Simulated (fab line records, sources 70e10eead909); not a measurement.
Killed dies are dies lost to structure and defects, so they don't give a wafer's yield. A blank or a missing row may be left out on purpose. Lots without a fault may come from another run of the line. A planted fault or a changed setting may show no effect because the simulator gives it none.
Chamber matching | flow nand_harc | NHARC_P_BONDPAD_STRIP_15 on rie_diel-10: 4 sister chambers
The step strips in O2. 20 wafers are shown with their chamber, then 10 later ones without.

WAFERS WITH THEIR CHAMBER
wafer  | chamber | showerhead_plenum_p_Torr (Torr) | drypump_motor_current_A (A) | rf_vpp_V (V)
L943.1 | 0       | 3.53                            | 5.8                         | 57.8
L943.2 | 2       | 3.62                            | 5.2                         | 59.2
L943.3 | 3       | 3.34                            | 5.7                         | 56.4
L942.1 | 0       | 3.53                            | 5.8                         | 57.3
L942.2 | 1       | 3.36                            | 5.1                         | 57.6
L942.3 | 2       | 3.62                            | 5.3                         | 58.5
L954.3 | 1       | 3.36                            | 5.1                         | 58.8
L954.4 | 0       | 3.52                            | 5.7                         | 58.8
L954.6 | 1       | 3.36                            | 5.1                         | 57.3
L953.1 | 0       | 3.52                            | 5.8                         | 58.8
L953.3 | 2       | 3.61                            | 5.2                         | 57.8
L953.4 | 1       | 3.36                            | 5.1                         | 57.9
L957.3 | 1       | 3.36                            | 5.1                         | 58.0
L957.5 | 1       | 3.36                            | 5.1                         | 56.3
L957.6 | 2       | 3.61                            | 5.2                         | 58.9
L955.4 | 1       | 3.36                            | 5.1                         | 57.6
L955.5 | 1       | 3.36                            | 5.1                         | 57.6
L955.6 | 0       | 3.52                            | 5.8                         | 58.6
L956.1 | 0       | 3.52                            | 5.8                         | 57.6
L956.2 | 3       | 3.34                            | 5.8                         | 57.5

SIGNATURES (means of the wafers above)
reading                  | chamber 0 | chamber 1 | chamber 2 | chamber 3 | scatter within a chamber
showerhead_plenum_p_Torr | 3.5233    | 3.3600    | 3.6150    | 3.3400    | 0.00382
drypump_motor_current_A  | 5.783     | 5.100     | 5.225     | 5.750     | 0.0361
rf_vpp_V                 | 58.150    | 57.638    | 58.600    | 56.950    | 0.678
Rule: a wafer's distance from a chamber is the root of the sum, over the readings, of the square of ((its reading less the chamber's mean) divided by the reading's scatter). The wafer belongs to the nearest chamber; if the next one is less than 2 further off, it can't be placed. The scatter: the root of (the sum of the squares of (reading less its chamber's mean) over the shown wafers, divided by (wafers less chambers)).

WAFERS WITHOUT THEIR CHAMBER
wafer  | showerhead_plenum_p_Torr (Torr) | drypump_motor_current_A (A) | rf_vpp_V (V)
L956.4 | 3.61                            | 5.2                         | 59.6
L958.2 | 3.34                            | 5.7                         | 56.2
L958.5 | 3.61                            | 5.3                         | 57.7
L958.6 | 3.36                            | 5.1                         | 56.5
L959.2 | 3.61                            | 5.3                         | 58.9
L959.3 | 3.34                            | 5.7                         | 57.0
L959.4 | 3.36                            | 5.1                         | 57.3
L960.2 | 3.34                            | 5.7                         | 57.2
L960.5 | 3.36                            | 5.1                         | 57.5
L960.6 | 3.61                            | 5.2                         | 56.0

WHICH CHAMBER EACH WENT THROUGH
wafer  | from the rows above | in truth
L956.4 | 2                   | 2
L958.2 | 3                   | 3
L958.5 | 2                   | 2
L958.6 | 1                   | 1
L959.2 | 2                   | 2
L959.3 | 3                   | 3
L959.4 | 1                   | 1
L960.2 | 3                   | 3
L960.5 | 1                   | 1
L960.6 | 2                   | 2
Placed correctly: 10 of 10. Can't be placed from these rows: 0. Placed wrongly: 0.
